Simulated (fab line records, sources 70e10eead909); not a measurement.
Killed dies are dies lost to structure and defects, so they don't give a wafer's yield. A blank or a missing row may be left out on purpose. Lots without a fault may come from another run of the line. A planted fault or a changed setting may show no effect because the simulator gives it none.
fab line records | flow nand_harc | part 1 of 2: steps 1 to 4 of 6
record lots=21 wafers=63 last_day=34
route steps=1302 shown A_SLIT@942 A_WL_FILL@952 A_CONTACT@1004
lots that met no fault: from a run of the same line without faults
start_h: hours from the record's first day to the start of the lot's first wafer shown | wait_h: hours since the lot's step before | " the same as in the row above | L1.1+2: a row that stands for several wafers | - no value, or no start given | * or withheld: withheld | < > ~ a bound
route shown NAME@n: a module of which the file shows steps, and the number in the route of the first | usual: mean/standard deviation of fault-free wafers | same: alike in all rows | chamber/n: place in a boat | sites: the reading at each site | _std_site: their standard deviation | _edge_site: outer sites' mean less inner sites' | radius_mm: how far each site lies from the wafer's centre | mask NAME#n: copy n | behind: the tool/chamber that last shaped the wafer | hold: why the lot was held/for how many hours/how that ended | device: the transistor (n, p or np) that didn't switch | end of line: the same wafers' tests at the end of the route | a step without rows: its recipe alone | killed: dies lost to structure and defects at the first sort, not the wafer's yield | map: a wafer's dies, x killed, . not, _ none there
set.NAME: the setting as run; set.NAME@STEP: as run at that earlier step | model.NAME: the simulator's own value behind a step, which no gauge read
steps of the route over a sample of lots; a table a step, a row a wafer
services: from which hour (start_h, from the record's first day; less than 0 if before it) a tool's chamber was out of use, for how many hours, and why
## steps
# step NHARC_A_SLIT_ETCH_29
# recipe target_depth_a=1000 overetch_a=100 time_s=55 ion_energy_ev=100 cf4_flow_sccm=80 o2_flow_sccm=20 ar_flow_sccm=0 rf_w=300 bias_w=100 chemistry=CF4/O2
# usual drypump_motor_current_A=5.8/0.53 mfc_ar_sccm=0.007/0.0078 oes_f_703_au=1.000/0.0049 oes_product_au=0.997/0.0085 rf_fwd_power_W=296.9/1.3 rf_vpp_V=197.8/1.5 showerhead_plenum_p_Torr=1.33/0.061 throttle_valve_pct=13.399/0.0088
# columns lot.wafer tool chamber start_h wait_h drypump_motor_current_A mfc_ar_sccm oes_f_703_au oes_product_au rf_fwd_power_W rf_hours_counter_h rf_vpp_V showerhead_plenum_p_Torr throttle_valve_pct
L074.5 rie_diel-13 0 460.08 0.1 5.9 0.002 1.000 0.997 295.1 - 199.0 1.37 13.391
L074.4 " 1 " " 6.0 0.011 1.000 0.989 298.3 - 200.6 1.34 13.408
L074.6 " 2 " " 5.2 0 1.005 0.980 297.1 - 196.2 1.25 13.392
L075.3 rie_diel-02 2 469.84 0.1 5.7 0 0.993 1.012 296.5 6.4 198.5 1.31 13.393
L075.2 " 0 " " 6.3 0 0.996 1.005 298.1 1.4 198.3 1.37 13.399
L075.5 " 1 " " 6.0 0.022 1.000 0.994 300.4 - 199.7 1.42 13.404
L077.2 rie_diel-13 0 495.60 0.1 5.9 0.002 1.003 0.992 297.2 10.9 198.7 1.37 13.408
L077.3 " 1 " " 6.1 0.011 1.011 0.998 298.0 9.7 197.9 1.34 13.392
L077.1 " 2 " " 5.2 0 1.004 0.990 298.1 10.4 195.7 1.25 13.394
L079.1 rie_diel-03 1 495.69 0.1 4.7 0.019 0.990 0.999 298.1 1.0 198.2 1.39 13.421
L079.4 " 2 " " 6.6 0.010 1.003 0.990 295.6 1.1 198.4 1.41 13.398
L079.2 " 3 " " 5.5 0.018 0.991 0.996 297.8 1.2 194.9 1.24 13.398
L078.1 rie_diel-03 0 499.38 0.1 5.8 0 1.006 1.013 296.2 1.3 198.6 1.35 13.410
L078.4 " 1 " " 4.7 0.019 1.007 1.013 296.4 1.1 198.8 1.39 13.389
L078.3 " 3 " " 5.6 0.018 1.006 1.002 298.1 1.3 195.8 1.24 13.402
L080.1 rie_diel-03 2 504.35 0.1 6.6 0.010 1.005 0.999 294.6 1.3 199.2 1.41 13.417
L080.3 " 3 " " 5.6 0.018 0.999 1.004 297.6 1.5 196.1 1.24 13.391
L080.5 " 1 " " 4.7 0.019 0.997 1.001 297.3 - 199.3 1.39 13.390
L081.1 rie_diel-02 0 526.50 0.1 6.3 0 1.006 1.015 297.9 4.4 197.1 1.37 13.398
L081.4 " 1 " " 6.0 0.022 1.005 0.996 297.8 9.6 200.2 1.42 13.394
L081.3 " 2 " " 5.7 0 1.007 0.998 297.5 8.7 196.5 1.31 13.394
L082.1 rie_diel-03 2 526.70 0.1 6.6 0.010 0.998 0.993 298.1 2.1 199.3 1.41 13.391
L082.3 " 3 " " 5.5 0.018 0.999 0.988 297.5 2.4 198.4 1.24 13.405
L082.6 " 3 " " 5.5 0.018 1.004 0.989 298.5 - 196.1 1.24 13.397
L083.1 rie_diel-02 0 545.04 0.1 6.3 0 1.002 0.997 299.0 5.2 198.5 1.37 13.407
L083.4 " 1 " " 6.0 0.022 0.999 1.000 298.0 10.5 199.5 1.42 13.401
L083.6 " 3 " " 5.4 0.007 0.999 0.994 298.1 - 195.5 1.25 13.391
L084.2 rie_diel-13 0 556.87 0.1 5.9 0.002 1.001 0.994 295.9 2.1 200.0 1.37 13.404
L084.6 " 2 " " 5.2 0 0.993 0.988 295.3 - 194.8 1.25 13.386
L084.5 " 3 " " 6.2 0 1.004 0.992 294.6 - 196.7 1.29 13.394
L086.3 rie_diel-03 3 577.27 0.1 5.5 0.018 0.995 0.994 298.4 4.8 195.8 1.24 13.399
L086.4 " 1 " " 4.7 0.019 0.998 1.008 296.0 6.2 198.2 1.39 13.395
L086.6 " 0 " " 5.8 0 0.995 1.010 295.9 - 198.8 1.35 13.400
L087.2 rie_diel-03 0 585.29 0.1 5.8 0 0.994 1.011 296.3 6.7 197.9 1.35 13.415
L087.6 " 2 " " 6.6 0.010 1.000 0.984 296.5 - 199.4 1.41 13.402
L087.5 " 3 " " 5.5 0.018 0.996 1.007 298.0 - 195.3 1.24 13.402
L089.2 rie_diel-03 1 598.36 0.1 4.7 0.019 1.002 0.995 296.4 7.4 199.5 1.39 13.405
L089.4 " 3 " " 5.5 0.018 1.001 1.003 300.1 6.9 195.9 1.24 13.393
L089.5 " 1 " " 4.7 0.019 1.001 0.998 296.3 - 198.4 1.39 13.406
L088.2 rie_diel-03 0 602.18 0.1 5.8 0 0.998 1.004 296.2 7.8 198.6 1.35 13.386
L088.4 " 3 " " 5.5 0.018 0.995 0.991 297.4 7.0 195.0 1.24 13.389
L088.5 " 0 " " 5.8 0 0.997 1.009 296.6 - 198.1 1.35 13.377
L090.3 rie_diel-13 0 623.73 0.1 5.9 0.002 1.005 0.998 295.9 5.1 197.3 1.37 13.400
L090.4 " 2 " " 5.2 0 1.001 0.986 297.1 6.3 195.6 1.25 13.391
L090.6 " 0 " " 5.9 0.002 1.001 0.996 296.5 - 198.5 1.37 13.397
L093.2 rie_diel-13 2 633.97 0.1 5.2 0 1.001 0.977 297.4 7.3 196.7 1.25 13.392
L093.5 " 3 " " 6.2 0 1.001 0.994 294.1 - 195.8 1.29 13.393
L093.6 " 0 " " 5.9 0.002 1.001 1.008 297.6 - 198.3 1.37 13.388
L091.4 rie_diel-02 0 634.08 0.1 6.3 0 1.010 1.019 296.5 3.4 197.8 1.37 13.394
L091.3 " 2 " " 5.7 0 0.998 1.008 296.7 2.9 195.1 1.31 13.376
L091.6 " 0 " " 6.3 0 1.008 1.007 297.4 - 198.5 1.37 13.412
L092.4 rie_diel-13 3 637.74 0.1 6.2 0 0.997 0.987 293.9 6.8 198.1 1.29 13.397
L092.2 " 0 " " 5.9 0.002 0.996 0.992 295.2 5.9 197.9 1.37 13.398
L092.6 " 2 " " 5.2 0 1.001 0.997 297.5 - 196.0 1.24 13.408
L094.2 rie_diel-02 3 655.14 0.1 5.4 0.007 1.004 0.996 296.9 4.7 194.8 1.25 13.389
L094.4 " 0 " " 6.3 0 1.005 1.007 299.0 4.5 196.7 1.37 13.392
L094.6 " 2 " " 5.7 0 0.995 1.009 298.2 - 196.3 1.31 13.404
L095.2 rie_diel-13 2 668.77 0.1 5.2 0 0.999 0.978 295.1 8.9 195.2 1.24 13.400
L095.4 " 0 " " 5.9 0.002 0.997 0.985 297.9 8.0 197.5 1.37 13.401
L095.6 " 1 " " 6.1 0.011 1.007 0.998 298.7 - 199.4 1.34 13.412
L096.1 rie_diel-03 0 708.40 0.1 5.8 0 1.007 1.000 297.2 2.8 197.7 1.35 13.408
L096.2 " 2 " " 6.6 0.010 1.002 1.010 296.1 2.9 200.2 1.40 13.406
L096.3 " 3 " " 5.5 0.018 0.994 0.999 298.5 3.0 195.7 1.24 13.385
# step NHARC_A_WL_FILL_ALD_00
# recipe target_thk_a=30 pulse_time_s=3 ald_cycles=30 temp_c=300 material=Al2O3
# usual heater_power_w=462/31 precursor_pulse_height_rel=1.002/0.019
# columns lot.wafer tool chamber start_h wait_h heater_power_w precursor_pulse_height_rel since_wet_clean_h
L074.4 ald_hk-04 3 467.33 0.1 476 0.982 25
L074.5 " 3 " " 468 0.985 -
L074.6 " 0 " " 414 0.984 -
L075.2 ald_hk-04 2 476.95 0.1 487 1.039 35
L075.3 " 3 " " 465 1.000 35
L075.5 " 0 " " 409 1.006 -
L077.1 ald_hk-03 0 502.74 0.1 522 1.001 99
L077.3 " 1 " " 466 1.023 99
L077.2 " 3 " " 450 0.993 99
L079.4 ald_hk-04 0 502.75 0.1 409 0.973 60
L079.1 " 1 " " 464 0.984 60
L079.2 " 2 " " 470 0.985 61
L078.4 ald_hk-04 0 507.06 0.1 416 1.012 65
L078.3 " 1 " " 470 1.001 65
L078.1 " 2 " " 494 0.985 65
L080.3 ald_hk-01 2 511.62 0.1 452 0.995 22
L080.1 " 3 " " 515 0.977 22
L080.5 " 0 " " 406 1.019 -
L082.3 ald_hk-03 3 533.64 0.1 447 1.003 130
L082.1 " 2 " " 429 1.006 130
L082.6 " 3 " " 447 0.992 -
L081.1 ald_hk-01 1 533.64 0.1 439 1.015 44
L081.4 " 3 " " 511 1.022 44
L081.3 " 0 " " 412 1.029 44
L083.4 ald_hk-03 1 552.23 0.1 473 1.003 149
L083.1 " 0 " " 517 1.004 149
L083.6 " 2 " " 432 0.987 -
L084.2 ald_hk-04 1 564.15 0.1 470 1.003 122
L084.5 " 1 " " 470 0.992 -
L084.6 " 2 " " 498 0.991 -
L086.3 ald_hk-01 0 584.51 0.1 418 0.999 95
L086.4 " 1 " " 435 1.026 95
L086.6 " 3 " " 508 0.984 -
L087.2 ald_hk-04 3 592.54 0.1 465 1.039 150
L087.5 " 3 " " 488 1.012 -
L087.6 " 0 " " 427 1.010 -
L089.2 ald_hk-04 3 605.63 0.1 479 0.988 163
L089.4 " 0 " " 421 0.993 163
L089.5 " 3 " " 470 1.011 -
L088.2 ald_hk-03 0 609.43 0.1 480 0.989 28
L088.4 " 2 " " 441 1.011 28
L088.5 " 0 " " 478 0.981 -
L090.3 ald_hk-03 3 630.89 0.1 430 1.021 49
L090.4 " 2 " " 442 1.000 49
L090.6 " 0 " " 492 1.047 -
L091.3 ald_hk-04 1 641.21 0.1 499 0.998 21
L091.4 " 2 " " 484 1.021 21
L091.6 " 1 " " 497 1.001 -
L093.2 ald_hk-01 2 641.29 0.1 460 0.997 152
L093.6 " 3 " " 512 1.009 -
L093.5 " 0 " " 412 1.017 -
L092.4 ald_hk-01 1 646.98 0.1 439 0.971 157
L092.2 " 0 " " 411 0.961 157
L092.6 " 1 " " 438 0.959 -
L094.2 ald_hk-03 2 664.39 2.1 441 1.031 83
L094.4 " 0 " " 492 0.985 83
L094.6 " 2 " " 443 0.991 -
L095.2 ald_hk-04 2 676.07 0.1 499 1.027 56
L095.4 " 0 " " 437 1.009 56
L095.6 " 2 " " 498 0.985 -
L096.1 ald_hk-04 1 715.61 0.1 517 0.976 95
L096.2 " 3 " " 488 0.989 95
L096.3 " 0 " " 437 1.012 95
# step NHARC_A_WL_FILL_ETCHBACK_05
# recipe target_depth_a=220 time_s=60 temp_c=40 chemistry=Cl2/BCl3
# usual drypump_motor_current_A=5.3/0.42 he_backside_leak_sccm=3.41/0.3 oes_product_au=1.003/0.0078
# columns lot.wafer tool chamber start_h wait_h drypump_motor_current_A he_backside_leak_sccm oes_product_au rf_hours_counter_h
L074.4 rie_metal-02 1 468.91 0.1 5.9 3.47 0.993 -
L074.6 " 1 " " 5.9 3.83 0.993 -
L074.5 " 0 " " 5.5 3.50 1.006 -
L075.2 rie_metal-01 0 478.43 0.2 5.1 3.28 1.006 1.3
L075.3 " 0 " " 5.2 3.29 0.997 -
L075.5 " 0 " " 5.1 3.25 1.017 -
L077.2 rie_metal-02 0 504.27 0.2 5.5 3.53 1.001 0.5
L077.1 " 1 " " 5.9 3.59 0.994 0.5
L077.3 " 1 " " 5.9 3.65 1.002 -
L079.1 rie_metal-03 0 504.28 0.2 4.8 3.21 0.989 2.8
L079.2 " 1 " " 4.9 3.17 1.004 2.8
L079.4 " 1 " " 4.9 3.04 0.993 -
L078.1 rie_metal-02 0 508.63 0.2 5.5 3.62 0.999 0.7
L078.4 " 0 " " 5.5 3.58 1.003 -
L078.3 " 1 " " 5.9 3.58 0.991 -
L080.1 rie_metal-03 0 513.11 0.2 4.8 3.27 1.000 3.0
L080.3 " 1 " " 4.8 3.29 0.997 -
L080.5 " 1 " " 4.8 3.27 0.998 -
L081.1 rie_metal-01 0 535.17 0.2 5.1 3.32 1.003 2.4
L081.3 " 1 " " 5.7 3.61 1.002 -
L081.4 " 0 " " 5.1 3.37 1.006 -
L082.1 rie_metal-02 0 535.25 0.2 5.5 3.58 1.005 1.3
L082.3 " 0 " " 5.5 3.52 1.019 -
L082.6 " 1 " " 5.9 3.38 1.009 -
L083.1 rie_metal-03 0 553.77 0.2 4.8 3.19 0.995 0.4
L083.4 " 0 " " 4.8 3.14 1.005 -
L083.6 " 1 " " 4.9 3.35 1.004 -
L084.2 rie_metal-02 1 565.68 0.2 5.9 3.70 0.996 1.8
L084.5 " 1 " " 5.9 3.56 0.983 -
L084.6 " 0 " " 5.5 3.63 1.009 -
L086.4 rie_metal-01 1 586.01 0.2 5.7 3.55 1.001 -
L086.3 " 0 " " 5.1 3.34 1.001 -
L086.6 " 0 " " 5.0 3.16 0.993 -
L087.2 rie_metal-01 0 594.08 0.2 5.1 3.23 1.002 0.4
L087.5 " 1 " " 5.8 3.74 1.016 -
L087.6 " 0 " " 5.0 3.17 1.005 -
L089.2 rie_metal-03 1 607.16 0.2 4.9 3.37 1.012 1.4
L089.4 " 1 " " 4.9 3.32 1.014 -
L089.5 " 1 " " 4.9 3.20 1.015 -
L088.2 rie_metal-01 1 611.26 0.3 5.8 3.34 1.003 -
L088.4 " 1 " " 5.7 3.21 1.002 -
L088.5 " 1 " " 5.7 3.43 1.011 -
L090.3 rie_metal-03 1 632.94 0.2 4.9 3.16 1.012 -
L090.4 " 0 " " 4.8 3.07 1.006 -
L090.6 " 1 " " 4.9 3.23 1.004 -
L093.2 rie_metal-02 1 642.75 0.2 5.9 3.68 0.998 0.1
L093.5 " 0 " " 5.5 3.55 0.996 -
L093.6 " 1 " " 5.9 3.56 1.005 -
L091.4 rie_metal-03 0 643.07 0.1 4.8 3.24 1.000 -
L091.3 " 1 " " 4.9 3.14 1.004 -
L091.6 " 0 " " 4.8 3.31 1.010 -
L092.2 rie_metal-02 0 648.74 0.3 5.5 3.77 0.999 -
L092.4 " 0 " " 5.5 3.60 0.997 -
L092.6 " 0 " " 5.5 3.65 1.007 -
L094.2 rie_metal-02 1 665.91 0.2 5.9 3.45 1.011 0.4
L094.4 " 0 " " 5.5 3.52 1.009 -
L094.6 " 1 " " 5.9 3.44 1.003 -
L095.2 rie_metal-01 1 677.69 0.2 5.7 3.31 1.014 1.8
L095.4 " 0 " " 5.1 3.41 1.005 -
L095.6 " 1 " " 5.7 3.29 1.018 -
L096.1 rie_metal-02 0 717.24 0.2 5.5 3.66 1.000 1.9
L096.2 " 1 " " 5.9 3.75 0.986 1.3
L096.3 " 0 " " 5.5 3.47 0.991 -
# step NHARC_A_CONTACT_ETCH_51
# recipe target_depth_a=70000 over_etch_frac=0.3 time_s=1820 ion_energy_ev=150 o2_flow_sccm=400 cos_flow_sccm=20 ar_flow_sccm=0 rf_w=500 bias_w=300 chemistry=O2/COS
# usual drypump_motor_current_A=5.8/0.32 mfc_ar_sccm=0.009/0.014 oes_product_au=0.999/0.0074 rf_fwd_power_W=499.7/1.4 rf_vpp_V=314.5/2.1 showerhead_plenum_p_Torr=3.15/0.13 throttle_valve_pct=28.331/0.0084
# columns lot.wafer tool chamber start_h wait_h drypump_motor_current_A mfc_ar_sccm oes_product_au rf_fwd_power_W rf_hours_counter_h rf_vpp_V showerhead_plenum_p_Torr throttle_valve_pct
L074.4 rie_diel-08 1 - - 6.1 0 0.994 500.2 20 312.2 3.01 28.329
L074.5 " 3 " " 5.8 0 1.000 500.0 - 316.7 3.26 28.329
L074.6 " 0 " " 6.0 0 0.998 500.9 - 314.6 3.22 28.330
L075.2 rie_diel-08 3 - - 5.8 0 0.993 500.5 22 316.4 3.26 28.327
L075.3 " 0 " " 6.0 0 0.998 499.4 21 314.6 3.22 28.334
L075.5 " 1 " " 6.1 0 0.989 500.1 - 312.8 3.01 28.331
L079.1 rie_diel-09 3 - - 6.5 0 1.009 499.1 3 312.4 3.12 28.331
L079.4 " 1 " " 4.7 0 1.006 499.8 4 315.0 3.14 28.323
L079.2 " 2 " " 6.2 0 0.998 499.0 3 318.2 3.34 28.338
L077.1 rie_diel-08 3 - - 5.9 0 1.006 498.7 26 315.5 3.26 28.327
L077.3 " 0 " " 6.0 0 0.986 501.6 26 315.2 3.21 28.348
L077.2 " 1 " " 6.1 0 0.994 501.4 26 312.6 3.00 28.328
L078.4 rie_diel-08 3 - - 5.8 0 0.995 500.3 28 315.8 3.26 28.330
L078.3 " 0 " " 6.0 0 0.994 497.8 27 314.9 3.21 28.324
L078.1 " 2 " " 5.6 0.037 0.991 500.7 26 314.6 3.26 28.332
L080.3 rie_diel-01 2 - - 5.7 0.026 1.014 499.1 41 317.0 3.32 28.327
L080.1 " 3 " " 5.8 0 1.001 497.6 50 312.2 2.94 28.326
L080.5 " 1 " " 5.5 0.012 1.007 501.1 - 316.8 3.10 28.330
L081.3 rie_diel-08 0 - - 6.0 0 0.982 499.7 1 315.4 3.21 28.343
L081.4 " 1 " " 6.1 0 1.005 497.9 1 311.3 3.00 28.328
L081.1 " 2 " " 5.6 0.037 0.998 500.3 1 317.2 3.26 28.336
L082.1 rie_diel-09 3 - - 6.4 0 1.008 501.5 17 313.9 3.12 28.324
L082.3 " 1 " " 4.7 0 1.010 498.9 20 315.4 3.13 28.330
L082.6 " 2 " " 6.2 0 1.014 499.9 - 318.0 3.34 28.334
L083.4 rie_diel-01 1 - - 5.4 0.012 0.990 497.3 2 313.0 3.10 28.341
L083.1 " 0 " " 5.4 0 0.990 499.5 2 312.4 3.04 28.321
L083.6 " 2 " " 5.7 0.026 1.005 502.3 - 317.4 3.32 28.340
L084.2 rie_diel-08 1 - - 6.1 0 0.999 497.0 5 312.2 3.00 28.343
L084.6 " 3 " " 5.8 0 0.991 500.3 - 315.2 3.25 28.331
L084.5 " 0 " " 6.0 0 0.987 498.4 - 314.4 3.21 28.333
L086.4 rie_diel-08 2 - - 5.6 0.037 0.999 500.0 7 316.2 3.26 28.317
L086.3 " 3 " " 5.8 0 0.996 499.5 9 316.9 3.25 28.346
L086.6 " 2 " " 5.7 0.037 0.987 500.2 - 316.5 3.26 28.326
L087.2 rie_diel-08 2 - - 5.6 0.037 0.985 501.2 10 316.3 3.26 28.333
L087.5 " 0 " " 6.0 0 0.994 498.8 - 315.9 3.21 28.329
L087.6 " 1 " " 6.1 0 1.002 498.2 - 313.0 3.00 28.330
L089.2 rie_diel-08 1 - - 6.1 0 1.010 500.4 13 312.3 3.00 28.341
L089.4 " 3 " " 5.9 0 1.009 498.5 12 314.5 3.25 28.328
L089.5 " 1 " " 6.1 0 1.004 500.0 - 312.6 3.00 28.330
L088.2 rie_diel-01 1 - - 5.5 0.012 0.987 498.3 22 313.3 3.09 28.334
L088.4 " 2 " " 5.8 0.026 0.994 500.0 22 316.2 3.31 28.324
L088.5 " 0 " " 5.4 0 0.991 498.5 - 312.4 3.03 28.341
L090.4 rie_diel-08 2 - - 5.6 0.037 0.996 499.8 15 315.9 3.25 28.332
L090.3 " 0 " " 6.0 0 0.990 499.9 16 315.3 3.20 28.324
L090.6 " 2 " " 5.6 0.037 0.983 501.7 - 316.9 3.25 28.338
L091.4 rie_diel-08 1 - - 6.1 0 0.987 500.8 18 313.3 2.99 28.333
L091.3 " 2 " " 5.6 0.037 0.998 499.6 17 315.2 3.25 28.314
L091.6 " 3 " " 5.8 0 0.996 498.6 - 315.7 3.25 28.341
L093.2 rie_diel-08 2 - - 5.6 0.037 0.993 503.5 18 317.1 3.25 28.339
L093.6 " 1 " " 6.1 0 1.007 500.2 - 312.0 2.99 28.341
L093.5 " 2 " " 5.6 0.037 0.988 502.1 - 315.2 3.25 28.332
L092.2 rie_diel-09 2 - - 6.2 0 1.003 498.7 56 317.3 3.32 28.344
L092.4 " 3 " " 6.5 0 0.993 499.5 55 313.6 3.10 28.345
L092.6 " 1 " " 4.7 0 0.998 499.6 - 313.5 3.11 28.327
L094.2 rie_diel-01 3 - - 5.9 0 0.998 499.8 37 311.4 2.92 28.321
L094.4 " 1 " " 5.5 0.012 0.992 499.6 41 311.9 3.08 28.317
L094.6 " 2 " " 5.7 0.026 1.013 500.0 - 316.3 3.30 28.322
L095.4 rie_diel-01 1 - - 5.4 0.012 0.997 499.5 47 313.4 3.07 28.328
L095.2 " 0 " " 5.4 0 1.009 500.6 47 311.7 3.02 28.323
L095.6 " 1 " " 5.5 0.012 0.990 500.0 - 312.7 3.07 28.333
L096.2 rie_diel-08 1 - - 6.1 0 0.997 498.4 3 312.7 2.99 28.327
L096.1 " 2 " " 5.6 0.037 1.001 500.6 3 315.8 3.25 28.353
L096.3 " 3 " " 5.8 0 1.005 501.4 3 316.5 3.24 28.317
